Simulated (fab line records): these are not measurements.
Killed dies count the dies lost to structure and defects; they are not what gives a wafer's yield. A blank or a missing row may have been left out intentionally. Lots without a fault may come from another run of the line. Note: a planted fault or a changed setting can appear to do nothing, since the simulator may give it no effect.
fab line records | flow nand_harc | part 1 of 2: steps 1 to 30 of 40
record lots=5 | wafers=15 | last_day=24
route steps=1159 shown A_BONDPAD@1093 HYBRID_BOND@1094 THIN_TSV@1101
lots that met no fault: taken from a fault-free run of the same line
start_h: hours from the record's opening day to when the first of the lot's shown wafers began | wait_h: how many hours have passed since the lot's step before this one | " the same as in the row above | L1.1+2: several wafers, shown together as one row | - no value present, or no start provided | * or withheld: withheld | < > ~ a bound
route shown NAME@n: names a module that has steps shown in the file, with the first one's number in the route | usual: mean and standard deviation over wafers with no fault | same: alike in all rows | chamber/n: place in a boat | sites: per-site readings | _std_site: their standard deviation | _edge_site: inner sites' mean taken away from outer sites' mean | radius_mm: for every site, how far away it sits from the centre of the wafer | mask NAME#n: copy n | behind: tool/chamber where the wafer was last shaped | hold: what put the lot on hold/how long, in hours/how the hold closed | device: the transistor (n, p or np) that didn't switch | end of line: the route-end tests of the same wafers | a step with no rows: only its recipe | killed: dies lost to structure and defects at the first sort, not the wafer's yield | map: dies across one wafer; x = killed, . = not, _ = none there
set.NAME: the setting as run; set.NAME@STEP: as run at that earlier step | model.NAME: the simulator's own value behind a step, which no gauge read
lots at selected steps of the route; one table per step, one row per wafer
services: when a tool's chamber went out of use (start_h, in hours from the record's first day, below 0 if earlier), for how many hours, and the reason
## steps
# step NHARC_A_BONDPAD_INSPECT_23
# usual raw_defect_count=448/110
lot.wafer | tool              | chamber | start_h | wait_h | raw_defect_count
L078.1    | defect_inspect-02 | -       | 417.31  | 0.0    | 437
L078.3    | "                 | -       | "       | "      | 416
L078.4    | "                 | -       | "       | "      | 557
L077.2    | defect_inspect-02 | -       | 418.43  | 0.0    | 494
L077.5    | "                 | -       | "       | "      | 874
L077.6    | "                 | -       | "       | "      | 681
L085.2    | defect_inspect-02 | -       | 508.52  | 0.0    | 459
L085.3    | "                 | -       | "       | "      | 439
L085.5    | "                 | -       | "       | "      | 482
L092.3    | defect_inspect-02 | -       | 523.10  | 0.0    | 344
L092.4    | "                 | -       | "       | "      | 416
L092.5    | "                 | -       | "       | "      | 317
L095.1    | defect_inspect-01 | -       | 531.58  | 0.0    | 344
L095.2    | "                 | -       | "       | "      | 362
L095.6    | "                 | -       | "       | "      | 381
# step NHARC_HYBRID_BOND_ACTIVATE_00
# recipe time_s=60 | n2_flow_sccm=200 | ar_flow_sccm=0 | bias_power_w=0 | chemistry=N2
# usual drypump_motor_current_A=5.8/0.31 | n2_flow_sccm=200.0/0.57 | oes_product_au=0.998/0.011 | rf_vpp_V=64.0/0.88 | showerhead_plenum_p_Torr=1.74/0.046
lot.wafer | tool        | chamber | start_h | wait_h | drypump_motor_current_A | n2_flow_sccm | oes_product_au | rf_hours_counter_h | rf_vpp_V | showerhead_plenum_p_Torr
L078.3    | rie_diel-03 | 3       | 417.37  | 0.1    | 6.1                     | 199.2        | 0.994          | 1                  | 64.1     | 1.77
L078.4    | "           | 0       | "       | "      | 5.4                     | 201.0        | 0.983          | 2                  | 63.8     | 1.71
L078.1    | "           | 2       | "       | "      | 5.9                     | 199.1        | 1.008          | 2                  | 65.5     | 1.79
L077.2    | rie_diel-01 | 1       | 418.53  | 0.1    | 5.7                     | 200.1        | 1.010          | 36                 | 64.0     | 1.80
L077.6    | "           | 2       | "       | "      | 5.9                     | 200.0        | 1.011          | -                  | 64.6     | 1.73
L077.5    | "           | 3       | "       | "      | 5.5                     | 200.7        | 0.986          | -                  | 63.4     | 1.65
L085.3    | rie_diel-03 | 0       | 508.58  | 0.1    | 5.4                     | 200.2        | 0.965          | 10                 | 64.1     | 1.71
L085.2    | "           | 3       | "       | "      | 6.1                     | 200.0        | 0.993          | 10                 | 64.4     | 1.77
L085.5    | "           | 0       | "       | "      | 5.4                     | 199.9        | 0.977          | -                  | 62.5     | 1.71
L092.4    | rie_diel-03 | 2       | 523.16  | 0.1    | 5.9                     | 200.3        | 1.009          | 12                 | 65.0     | 1.79
L092.3    | "           | 0       | "       | "      | 5.3                     | 200.6        | 0.987          | 12                 | 62.4     | 1.70
L092.5    | "           | 2       | "       | "      | 5.9                     | 200.0        | 1.008          | -                  | 65.7     | 1.79
L095.2    | rie_diel-03 | 0       | 531.64  | 0.1    | 5.4                     | 200.2        | 0.988          | 13                 | 64.4     | 1.70
L095.1    | "           | 2       | "       | "      | 5.9                     | 200.2        | 1.018          | 13                 | 64.5     | 1.79
L095.6    | "           | 1       | "       | "      | 6.0                     | 200.2        | 1.001          | -                  | 63.0     | 1.70
# step NHARC_HYBRID_BOND_PRECLEAN_01
# recipe time_s=300 | temp_c=23 | chemistry=DIW
lot.wafer  | tool         | chamber | start_h | wait_h
L078.1+4+3 | wet_bench-08 | 5,0,1   | 417.53  | 0.1
L077.5+2+6 | wet_bench-10 | 3,4,7   | 418.65  | 0.1
L085.5+3+2 | wet_bench-10 | 3,5,6   | 508.76  | 0.1
L092.4+3+5 | wet_bench-08 | 7,1,3   | 523.33  | 0.2
L095.1+6+2 | wet_bench-08 | 1,2,3   | 531.81  | 0.1
# step NHARC_HYBRID_BOND_SRD_02
# recipe time_s=30 | temp_c=23 | dry_time_s=20 | spin_rpm=1500
lot.wafer  | tool         | chamber | start_h | wait_h
L078.1+4+3 | wet_bench-08 | 5,0,1   | -       | -
L077.5+2+6 | wet_bench-10 | 3,4,7   | -       | -
L085.5+3+2 | wet_bench-10 | 3,5,6   | -       | -
L092.4+3+5 | wet_bench-08 | 7,1,3   | -       | -
L095.1+6+2 | wet_bench-08 | 1,2,3   | -       | -
# step NHARC_HYBRID_BOND_BOND_03
# recipe temp_c=25
lot.wafer  | tool            | chamber | start_h | wait_h
L078.1+3+4 | wafer_bonder-01 | 0       | 418.49  | -
L077.2+5+6 | wafer_bonder-01 | 0       | 420.44  | -
L085.2+3+5 | wafer_bonder-01 | 0       | 509.15  | -
L092.3+4+5 | wafer_bonder-01 | 0       | 524.22  | -
L095.1+2+6 | wafer_bonder-01 | 0       | 532.05  | -
# step NHARC_HYBRID_BOND_ANNEAL_04
# recipe temp_c=300 | time_s=7200 | ramp_up_c_per_min=5 | ramp_down_c_per_min=3 | idle_temp_c=100 | pressure_atm=1
# usual spike_tc_lower_C=299.0/1.1 | zone_power_upper_pct=2.86/0.19
lot.wafer | tool       | chamber | start_h | wait_h | spike_tc_lower_C | zone_power_upper_pct
L077.2    | furnace-07 | 0       | 422.37  | 1.8    | 298.3            | 2.62
L077.5    | "          | 0       | "       | "      | 301.2            | 2.73
L077.6    | "          | 0       | "       | "      | 298.6            | 2.68
L078.1    | furnace-07 | 0       | 422.37  | 3.7    | 299.1            | 2.65
L078.3    | "          | 0       | "       | "      | 298.2            | 2.62
L078.4    | "          | 0       | "       | "      | 299.4            | 2.68
L085.2    | furnace-07 | 0       | 515.07  | 5.8    | 298.3            | 2.65
L085.3    | "          | 0       | "       | "      | 299.2            | 2.67
L085.5    | "          | 0       | "       | "      | 299.2            | 2.68
L092.3    | furnace-04 | 0       | 526.96  | 2.6    | 301.1            | 2.79
L092.4    | "          | 0       | "       | "      | 299.2            | 2.79
L092.5    | "          | 0       | "       | "      | 298.5            | 2.72
L095.1    | furnace-05 | 0       | 533.65  | 1.5    | 301.3            | 3.06
L095.2    | "          | 0       | "       | "      | 299.6            | 3.10
L095.6    | "          | 0       | "       | "      | 299.9            | 3.12
# step NHARC_HYBRID_BOND_OVL_MEAS_05
# usual overlay_x_nm=2/34 | overlay_y_nm=0/30
lot.wafer | tool       | chamber | start_h | wait_h | overlay_x_nm | overlay_y_nm
L078.1    | overlay-01 | -       | 427.14  | 0.4    | 34           | 24
L078.3    | "          | -       | "       | "      | -54          | 12
L078.4    | "          | -       | "       | "      | -46          | -45
L077.2    | overlay-01 | -       | 427.16  | 0.4    | 21           | -34
L077.5    | "          | -       | "       | "      | 48           | 18
L077.6    | "          | -       | "       | "      | 7            | 44
L085.2    | overlay-02 | -       | 519.75  | 0.4    | 7            | 9
L085.3    | "          | -       | "       | "      | 33           | 3
L085.5    | "          | -       | "       | "      | -67          | -14
L092.3    | overlay-01 | -       | 531.72  | 0.4    | -17          | -3
L092.4    | "          | -       | "       | "      | -7           | 57
L092.5    | "          | -       | "       | "      | -85          | 23
L095.1    | overlay-02 | -       | 538.40  | 0.4    | -38          | 7
L095.2    | "          | -       | "       | "      | -51          | 29
L095.6    | "          | -       | "       | "      | 78           | 19
# step NHARC_HYBRID_BOND_INSPECT_06
# recipe inspect_instrument=ir_void
# usual raw_defect_count=31/12
lot.wafer | tool              | chamber | start_h | wait_h | raw_defect_count
L078.1    | defect_inspect-01 | -       | 427.21  | 0.1    | 24
L078.3    | "                 | -       | "       | "      | 17
L078.4    | "                 | -       | "       | "      | 28
L077.2    | defect_inspect-01 | -       | 427.24  | 0.1    | 19
L077.5    | "                 | -       | "       | "      | 20
L077.6    | "                 | -       | "       | "      | 35
L085.2    | defect_inspect-01 | -       | 519.81  | 0.1    | 55
L085.3    | "                 | -       | "       | "      | 52
L085.5    | "                 | -       | "       | "      | 51
L092.3    | defect_inspect-01 | -       | 531.79  | 0.1    | 25
L092.4    | "                 | -       | "       | "      | 27
L092.5    | "                 | -       | "       | "      | 37
L095.1    | defect_inspect-01 | -       | 538.45  | 0.0    | 15
L095.2    | "                 | -       | "       | "      | 16
L095.6    | "                 | -       | "       | "      | 25
# step NHARC_THIN_TSV_GRIND_00
# recipe target_thk_um=6
# usual motor_current_A=12.001/0.022
lot.wafer | tool       | chamber | start_h | wait_h | motor_current_A
L078.1    | grinder-01 | 0       | 429.72  | 2.5    | 12.015
L078.3    | "          | 0       | "       | "      | 11.967
L078.4    | "          | 0       | "       | "      | 11.980
L077.2    | grinder-01 | 0       | 432.35  | 5.1    | 11.998
L077.5    | "          | 0       | "       | "      | 11.994
L077.6    | "          | 0       | "       | "      | 11.998
L085.2    | grinder-01 | 0       | 520.16  | 0.4    | 12.004
L085.3    | "          | 0       | "       | "      | 11.974
L085.5    | "          | 0       | "       | "      | 11.991
L092.3    | grinder-01 | 0       | 534.74  | 2.9    | 12.004
L092.4    | "          | 0       | "       | "      | 12.020
L092.5    | "          | 0       | "       | "      | 11.981
L095.1    | grinder-01 | 0       | 538.61  | 0.1    | 11.971
L095.2    | "          | 0       | "       | "      | 11.971
L095.6    | "          | 0       | "       | "      | 12.000
# step NHARC_THIN_TSV_CMP_01
# recipe target_thk_um=3
# usual motor_current_A=12.0/1 | retaining_ring_pressure_frac=1.000/0.0049
lot.wafer | tool   | chamber | start_h | wait_h | motor_current_A | retaining_ring_pressure_frac
L078.4    | cmp-03 | 0       | 430.97  | 0.4    | 11.6            | 1.000
L078.1    | "      | 2       | "       | "      | 11.0            | 1.009
L078.3    | "      | 3       | "       | "      | 11.9            | 0.998
L077.2    | cmp-03 | 3       | 433.41  | 0.9    | 12.1            | 1.006
L077.6    | "      | 2       | "       | "      | 10.7            | 0.996
L077.5    | "      | 3       | "       | "      | 12.1            | 1.006
L085.3    | cmp-01 | 2       | 521.20  | 0.6    | 12.2            | 0.991
L085.2    | "      | 1       | "       | "      | 13.1            | 0.992
L085.5    | "      | 3       | "       | "      | 11.2            | 1.006
L092.3    | cmp-01 | 1       | 535.56  | 0.6    | 12.2            | 1.001
L092.4    | "      | 0       | "       | "      | 10.5            | 0.999
L092.5    | "      | 2       | "       | "      | 11.6            | 0.995
L095.1    | cmp-01 | 3       | 539.81  | 1.0    | 11.4            | 0.998
L095.2    | "      | 1       | "       | "      | 12.1            | 0.995
L095.6    | "      | 0       | "       | "      | 10.9            | 1.000
# step NHARC_THIN_TSV_THK_MEAS_02
# recipe thk_meas_gauge=ir
# usual thk_nm=3043/210
lot.wafer | tool          | chamber | start_h | wait_h | thk_nm
L078.1    | film_metro-01 | -       | 431.24  | -      | 3106
L078.3    | "             | -       | "       | "      | 3115
L078.4    | "             | -       | "       | "      | 3337
L077.2    | film_metro-01 | -       | 433.65  | -      | 3156
L077.5    | "             | -       | "       | "      | 3010
L077.6    | "             | -       | "       | "      | 2987
L085.2    | film_metro-02 | -       | 521.46  | -      | 3139
L085.3    | "             | -       | "       | "      | 3052
L085.5    | "             | -       | "       | "      | 3090
L092.3    | film_metro-02 | -       | 535.83  | -      | 2970
L092.4    | "             | -       | "       | "      | 2935
L092.5    | "             | -       | "       | "      | 2753
L095.1    | film_metro-02 | -       | 540.07  | -      | 2884
L095.2    | "             | -       | "       | "      | 2946
L095.6    | "             | -       | "       | "      | 2649
# step NHARC_THIN_TSV_SRD_03
lot.wafer  | tool         | chamber | start_h | wait_h
L078.4+1+3 | wet_bench-10 | 7,0,3   | 431.28  | 0.0
L077.2+5+6 | wet_bench-10 | 1,2,6   | 433.69  | 0.0
L085.3+5+2 | wet_bench-08 | 7,1,3   | 521.51  | 0.0
L092.3+5+4 | wet_bench-08 | 7,0,2   | 535.87  | 0.0
L095.6+2+1 | wet_bench-10 | 6,7,1   | 540.11  | 0.0
# step NHARC_THIN_TSV_PRECLEAN_41
# recipe time_s=* | temp_c=50 | bath_age_min=0 | chemistry=SC1
# usual diw_flow_mL_min=1415/4.7
lot.wafer | tool         | chamber | start_h | wait_h | diw_flow_mL_min
L078.4    | wet_bench-10 | 7       | 431.31  | 0.0    | 1416
L078.1    | "            | 0       | "       | "      | 1416
L078.3    | "            | 3       | "       | "      | 1415
L077.2    | wet_bench-10 | 1       | 433.71  | 0.0    | 1411
L077.5    | "            | 2       | "       | "      | 1421
L077.6    | "            | 6       | "       | "      | 1421
L085.3    | wet_bench-08 | 7       | 521.53  | 0.0    | 1417
L085.5    | "            | 1       | "       | "      | 1417
L085.2    | "            | 3       | "       | "      | 1421
L092.3    | wet_bench-08 | 7       | 535.89  | 0.0    | 1404
L092.5    | "            | 0       | "       | "      | 1413
L092.4    | "            | 2       | "       | "      | 1419
L095.6    | wet_bench-10 | 6       | 540.14  | 0.0    | 1413
L095.2    | "            | 7       | "       | "      | 1411
L095.1    | "            | 1       | "       | "      | 1412
# step NHARC_THIN_TSV_SRD_42
lot.wafer  | tool         | chamber | start_h | wait_h
L078.4+1+3 | wet_bench-10 | 7,0,3   | -       | -
L077.2+5+6 | wet_bench-10 | 1,2,6   | -       | -
L085.3+5+2 | wet_bench-08 | 7,1,3   | -       | -
L092.3+5+4 | wet_bench-08 | 7,0,2   | -       | -
L095.6+2+1 | wet_bench-10 | 6,7,1   | -       | -
# step NHARC_THIN_TSV_DEP_43
# recipe target_thk_a=13285 | temp_c=withheld | pressure_torr=6.5 | rf_w=900 | teos_flow_sccm=161.4 | flow_sccm=2650 | target_thk_nm=1328.5 | gas=O2 | material=SiO2
# usual throttle_valve_pct=15.9/0.41
lot.wafer | tool     | chamber | start_h | wait_h | throttle_valve_pct
L078.1    | pecvd-03 | 0       | 431.52  | -      | 16.3
L078.3    | "        | 1       | "       | "      | 16.0
L078.4    | "        | 2       | "       | "      | 15.9
L077.2    | pecvd-02 | 0       | 433.91  | -      | 16.7
L077.6    | "        | 2       | "       | "      | 15.7
L077.5    | "        | 0       | "       | "      | 16.6
L085.3    | pecvd-01 | 2       | 521.68  | -      | 16.0
L085.2    | "        | 1       | "       | "      | 15.4
L085.5    | "        | 2       | "       | "      | 15.8
L092.3    | pecvd-03 | 0       | 536.09  | -      | 15.8
L092.5    | "        | 0       | "       | "      | 16.1
L092.4    | "        | 1       | "       | "      | 15.6
L095.1    | pecvd-02 | 0       | 540.31  | -      | 16.6
L095.2    | "        | 1       | "       | "      | 15.7
L095.6    | "        | 0       | "       | "      | 16.9
# step NHARC_THIN_TSV_DEHYDRATE_04
# recipe temp_c=150 | time_s=120
lot.wafer  | tool           | chamber | start_h | wait_h
L078.1+3+4 | litho_track-05 | 0       | 431.87  | -
L077.2+5+6 | litho_track-05 | 0       | 434.27  | -
L085.2+3+5 | litho_track-07 | 0       | 522.09  | -
L092.3+4+5 | litho_track-07 | 0       | 536.45  | -
L095.1+2+6 | litho_track-05 | 0       | 540.72  | -
# step NHARC_THIN_TSV_HMDS_05
# recipe time_s=30
lot.wafer  | tool           | chamber | start_h | wait_h
L078.1+3+4 | litho_track-05 | 0       | -       | -
L077.2+5+6 | litho_track-05 | 0       | -       | -
L085.2+3+5 | litho_track-07 | 0       | -       | -
L092.3+4+5 | litho_track-07 | 0       | -       | -
L095.1+2+6 | litho_track-05 | 0       | -       | -
# step NHARC_THIN_TSV_COAT_06
# recipe spin_rpm=*
lot.wafer  | tool           | chamber | start_h | wait_h
L078.1+3+4 | litho_track-05 | 0       | -       | -
L077.2+5+6 | litho_track-05 | 0       | -       | -
L085.2+3+5 | litho_track-07 | 0       | -       | -
L092.3+4+5 | litho_track-07 | 0       | -       | -
L095.1+2+6 | litho_track-05 | 0       | -       | -
# step NHARC_THIN_TSV_SOFTBAKE_07
# recipe temp_c=122 | time_s=95
lot.wafer  | tool           | chamber | start_h | wait_h
L078.1+3+4 | litho_track-05 | 0       | -       | -
L077.2+5+6 | litho_track-05 | 0       | -       | -
L085.2+3+5 | litho_track-07 | 0       | -       | -
L092.3+4+5 | litho_track-07 | 0       | -       | -
L095.1+2+6 | litho_track-05 | 0       | -       | -
# step NHARC_THIN_TSV_EBR_08
lot.wafer  | tool           | chamber | start_h | wait_h
L078.1+3+4 | litho_track-05 | 0       | -       | -
L077.2+5+6 | litho_track-05 | 0       | -       | -
L085.2+3+5 | litho_track-07 | 0       | -       | -
L092.3+4+5 | litho_track-07 | 0       | -       | -
L095.1+2+6 | litho_track-05 | 0       | -       | -
# step NHARC_THIN_TSV_EXPOSE_09
# recipe na=0.55 | dose_mj=30.7 | mask_id=TSV
lot.wafer  | tool           | chamber | start_h | wait_h | mask
L078.1+3+4 | krf_scanner-03 | 0       | 432.14  | -      | TSV#0
L077.2+5+6 | krf_scanner-04 | 0       | 434.55  | -      | TSV#0
L085.2+3+5 | krf_scanner-04 | 0       | 522.37  | -      | TSV#0
L092.3+4+5 | krf_scanner-02 | 0       | 536.73  | -      | TSV#0
L095.1+2+6 | krf_scanner-03 | 0       | 540.99  | -      | TSV#0
# step NHARC_THIN_TSV_PEB_10
# recipe peb_temp_c=118 | peb_time_s=85
lot.wafer  | tool           | chamber | start_h | wait_h
L078.1+3+4 | litho_track-03 | 0       | 432.22  | 0.1
L077.2+5+6 | litho_track-05 | 0       | 434.61  | 0.1
L085.2+3+5 | litho_track-05 | 0       | 522.43  | 0.1
L092.3+4+5 | litho_track-07 | 0       | 536.79  | 0.1
L095.1+2+6 | litho_track-05 | 0       | 541.06  | 0.1
# step NHARC_THIN_TSV_DEVELOP_11
# recipe time_s=70
lot.wafer  | tool           | chamber | start_h | wait_h
L078.1+3+4 | litho_track-03 | 0       | -       | -
L077.2+5+6 | litho_track-05 | 0       | -       | -
L085.2+3+5 | litho_track-05 | 0       | -       | -
L092.3+4+5 | litho_track-07 | 0       | -       | -
L095.1+2+6 | litho_track-05 | 0       | -       | -
# step NHARC_THIN_TSV_CD_MEAS_12
# recipe target_cd_nm=1000 | landing_energy_ev=500
# usual cd_nm=1001.1/2.3
lot.wafer | tool      | chamber | start_h | wait_h | cd_nm
L078.1    | cd_sem-03 | 0       | 432.31  | -      | 1002.6
L078.3    | "         | 0       | "       | "      | 997.2
L078.4    | "         | 0       | "       | "      | 999.7
L077.2    | cd_sem-03 | 0       | 434.70  | -      | 1000.6
L077.5    | "         | 0       | "       | "      | 1004.2
L077.6    | "         | 0       | "       | "      | 1003.0
L085.2    | cd_sem-02 | 0       | 522.52  | -      | 1000.5
L085.3    | "         | 0       | "       | "      | 1003.2
L085.5    | "         | 0       | "       | "      | 998.4
L092.3    | cd_sem-02 | 0       | 536.89  | -      | 996.9
L092.4    | "         | 0       | "       | "      | 998.8
L092.5    | "         | 0       | "       | "      | 996.9
L095.1    | cd_sem-02 | 0       | 541.15  | -      | 1004.4
L095.2    | "         | 0       | "       | "      | 1002.3
L095.6    | "         | 0       | "       | "      | 998.8
# step NHARC_THIN_TSV_HARDBAKE_13
# recipe temp_c=125 | time_s=80
lot.wafer  | tool           | chamber | start_h | wait_h
L078.1+3+4 | litho_track-05 | 0       | 432.39  | -
L077.2+5+6 | litho_track-05 | 0       | 434.78  | -
L085.2+3+5 | litho_track-03 | 0       | 522.60  | -
L092.3+4+5 | litho_track-05 | 0       | 536.97  | -
L095.1+2+6 | litho_track-05 | 0       | 541.23  | -
# step NHARC_THIN_TSV_DESCUM_14
# recipe time_s=3 | o2_flow_sccm=200 | ar_flow_sccm=0 | bias_power_w=0 | chemistry=O2
# usual chamber_pressure_mTorr=60.01/0.052 | drypump_motor_current_A=5.67/0.24 | oes_product_au=0.996/0.012 | rf_vpp_V=57.6/0.88 | showerhead_plenum_p_Torr=1.91/0.087 | throttle_valve_pct=11.311/0.01
lot.wafer | tool        | chamber | start_h | wait_h | chamber_pressure_mTorr | drypump_motor_current_A | oes_product_au | rf_hours_counter_h | rf_vpp_V | showerhead_plenum_p_Torr | throttle_valve_pct
L078.3    | rie_diel-04 | 1       | 432.47  | -      | 59.99                  | 5.70                    | 0.993          | 11                 | 57.9     | 1.78                     | 11.315
L078.1    | "           | 2       | "       | "      | 60.07                  | 5.24                    | 1.022          | 10                 | 57.5     | 1.89                     | 11.302
L078.4    | "           | 3       | "       | "      | 60.01                  | 5.65                    | 1.007          | 9                  | 58.2     | 2.03                     | 11.314
L077.2    | rie_diel-07 | 1       | 434.87  | -      | 59.92                  | 5.89                    | 1.010          | 3                  | 60.1     | 2.01                     | 11.291
L077.5    | "           | 0       | "       | "      | 60.01                  | 5.86                    | 0.966          | -                  | 56.9     | 1.77                     | 11.315
L077.6    | "           | 1       | "       | "      | 59.89                  | 5.89                    | 1.001          | -                  | 57.1     | 2.01                     | 11.312
L085.2    | rie_diel-04 | 3       | 522.68  | -      | 59.99                  | 5.69                    | 0.986          | 3                  | 57.6     | 2.03                     | 11.297
L085.3    | "           | 1       | "       | "      | 60.01                  | 5.70                    | 0.999          | 4                  | 56.7     | 1.78                     | 11.315
L085.5    | "           | 3       | "       | "      | 60.01                  | 5.69                    | 0.981          | -                  | 57.7     | 2.03                     | 11.306
L092.3    | rie_diel-04 | 2       | 537.04  | -      | 59.93                  | 5.24                    | 0.984          | 5                  | 55.8     | 1.89                     | 11.306
L092.4    | "           | 0       | "       | "      | 59.98                  | 5.66                    | 0.996          | 5                  | 57.3     | 2.00                     | 11.313
L092.5    | "           | 2       | "       | "      | 59.99                  | 5.25                    | 0.982          | -                  | 58.4     | 1.89                     | 11.307
L095.2    | rie_diel-13 | 0       | 541.32  | -      | 59.97                  | 5.83                    | 0.997          | 6                  | 58.7     | 1.95                     | 11.324
L095.1    | "           | 1       | "       | "      | 60.04                  | 5.61                    | 0.993          | 6                  | 56.7     | 1.88                     | 11.309
L095.6    | "           | 3       | "       | "      | 59.91                  | 6.05                    | 0.979          | -                  | 59.1     | 1.89                     | 11.306
# step NHARC_THIN_TSV_ETCH_44
# recipe target_depth_a=15942 | time_s=797.1 | cf4_flow_sccm=150 | o2_flow_sccm=10 | ar_flow_sccm=0 | rf_w=300 | bias_w=800 | chemistry=CF4/O2
# usual chamber_pressure_mTorr=30.000/0.025 | drypump_motor_current_A=5.66/0.23 | oes_product_au=0.997/0.013 | rf_vpp_V=794/5 | showerhead_plenum_p_Torr=1.83/0.08 | throttle_valve_pct=16.914/0.0073
lot.wafer | tool        | chamber | start_h | wait_h | chamber_pressure_mTorr | drypump_motor_current_A | oes_product_au | rf_hours_counter_h | rf_vpp_V | showerhead_plenum_p_Torr | throttle_valve_pct
L078.1    | rie_diel-04 | 1       | 432.61  | 0.1    | 30.051                 | 5.71                    | 0.993          | 11                 | 787      | 1.71                     | 16.918
L078.3    | "           | 2       | "       | "      | 30.034                 | 5.23                    | 1.021          | 10                 | 794      | 1.81                     | 16.908
L078.4    | "           | 3       | "       | "      | 29.961                 | 5.67                    | 1.005          | 9                  | 802      | 1.94                     | 16.922
L077.2    | rie_diel-07 | 1       | 435.00  | 0.1    | 29.991                 | 5.88                    | 1.007          | 3                  | 798      | 1.92                     | 16.923
L077.6    | "           | 0       | "       | "      | 30.038                 | 5.87                    | 0.957          | -                  | 787      | 1.71                     | 16.921
L077.5    | "           | 1       | "       | "      | 29.967                 | 5.85                    | 0.994          | -                  | 799      | 1.92                     | 16.918
L085.2    | rie_diel-04 | 3       | 522.88  | 0.2    | 30.012                 | 5.68                    | 0.987          | 3                  | 800      | 1.94                     | 16.914
L085.3    | "           | 0       | "       | "      | 29.989                 | 5.66                    | 1.000          | 4                  | 798      | 1.91                     | 16.913
L085.5    | "           | 2       | "       | "      | 29.989                 | 5.22                    | 0.980          | -                  | 793      | 1.81                     | 16.910
L092.3    | rie_diel-04 | 3       | 537.24  | 0.2    | 29.983                 | 5.68                    | 0.985          | 4                  | 800      | 1.94                     | 16.903
L092.4    | "           | 0       | "       | "      | 29.998                 | 5.65                    | 1.006          | 5                  | 799      | 1.91                     | 16.910
L092.5    | "           | 2       | "       | "      | 30.005                 | 5.25                    | 0.986          | -                  | 793      | 1.81                     | 16.918
L095.2    | rie_diel-13 | 1       | 541.39  | 0.1    | 29.993                 | 5.60                    | 0.987          | 6                  | 794      | 1.81                     | 16.902
L095.1    | "           | 3       | "       | "      | 30.021                 | 6.02                    | 0.982          | 5                  | 792      | 1.81                     | 16.917
L095.6    | "           | 1       | "       | "      | 29.990                 | 5.61                    | 0.992          | -                  | 794      | 1.81                     | 16.904
# step NHARC_THIN_TSV_ETCH_15
# recipe target_depth_a=30000 | bosch_target_overetch_cycles=2 | bosch_etch_step_s=2.8 | bosch_dep_step_s=1.2 | bosch_cycles=14
# usual drypump_motor_current_A=5.6/0.49
lot.wafer | tool      | chamber | start_h | wait_h | drypump_motor_current_A | rf_hours_counter_h
L078.3    | rie_si-01 | 1       | 433.13  | -      | 5.6                     | 0.9
L078.1    | "         | 2       | "       | "      | 5.2                     | 0.9
L078.4    | "         | 0       | "       | "      | 5.6                     | 1.1
L077.2    | rie_si-01 | 3       | 435.54  | -      | 5.6                     | 1.1
L077.6    | "         | 1       | "       | "      | 5.6                     | -
L077.5    | "         | 2       | "       | "      | 5.3                     | -
L085.2    | rie_si-01 | 0       | 523.36  | -      | 5.6                     | 0.2
L085.3    | "         | 1       | "       | "      | 5.6                     | 0.2
L085.5    | "         | 2       | "       | "      | 5.2                     | -
L092.4    | rie_si-04 | 1       | 537.71  | -      | 6.3                     | 0.8
L092.3    | "         | 3       | "       | "      | 5.3                     | 0.7
L092.5    | "         | 1       | "       | "      | 6.3                     | -
L095.1    | rie_si-01 | 2       | 541.96  | -      | 5.2                     | 0.5
L095.2    | "         | 3       | "       | "      | 5.6                     | 0.6
L095.6    | "         | 3       | "       | "      | 5.6                     | -
# step NHARC_THIN_TSV_CD_MEAS_16
# usual cd_nm=1000.9/2.5
lot.wafer | tool      | chamber | start_h | wait_h | cd_nm
L078.1    | cd_sem-01 | -       | 433.27  | 0.1    | 1004.7
L078.3    | "         | -       | "       | "      | 995.9
L078.4    | "         | -       | "       | "      | 1000.5
L077.2    | cd_sem-02 | -       | 435.66  | 0.1    | 999.4
L077.5    | "         | -       | "       | "      | 1004.6
L077.6    | "         | -       | "       | "      | 1001.4
L085.2    | cd_sem-02 | -       | 523.48  | 0.1    | 1000.3
L085.3    | "         | -       | "       | "      | 1002.6
L085.5    | "         | -       | "       | "      | 998.7
L092.3    | cd_sem-01 | -       | 537.86  | 0.1    | 997.1
L092.4    | "         | -       | "       | "      | 999.7
L092.5    | "         | -       | "       | "      | 997.2
L095.1    | cd_sem-03 | -       | 542.10  | 0.1    | 1005.0
L095.2    | "         | -       | "       | "      | 1003.7
L095.6    | "         | -       | "       | "      | 999.2
# step NHARC_THIN_TSV_STRIP_45
# recipe power_w=1500 | temp_c=250 | chemistry=O2
# usual drypump_motor_current_A=5.8/0.4 | heater_power_w=305/6.6
lot.wafer | tool            | chamber | start_h | wait_h | drypump_motor_current_A | heater_power_w | rf_hours_counter_h
L078.1    | plasma_asher-02 | 0       | 433.40  | 0.1    | 6.3                     | 302            | 23
L078.4    | "               | 1       | "       | "      | 5.3                     | 309            | -
L078.3    | "               | 0       | "       | "      | 6.3                     | 303            | -
L077.2    | plasma_asher-02 | 0       | 435.78  | 0.1    | 6.3                     | 299            | 23
L077.5    | "               | 1       | "       | "      | 5.3                     | 299            | -
L077.6    | "               | 0       | "       | "      | 6.3                     | 299            | -
L085.2    | plasma_asher-01 | 0       | 523.60  | 0.1    | 5.9                     | 310            | 17
L085.3    | "               | 0       | "       | "      | 5.9                     | 314            | -
L085.5    | "               | 1       | "       | "      | 5.5                     | 316            | -
L092.4    | plasma_asher-01 | 0       | 539.14  | 1.3    | 5.9                     | 310            | -
L092.3    | "               | 1       | "       | "      | 5.5                     | 306            | -
L092.5    | "               | 0       | "       | "      | 5.9                     | 306            | -
L095.1    | plasma_asher-01 | 1       | 544.84  | 2.7    | 5.5                     | 308            | 26
L095.2    | "               | 0       | "       | "      | 5.9                     | 312            | 26
L095.6    | "               | 1       | "       | "      | 5.5                     | 315            | -
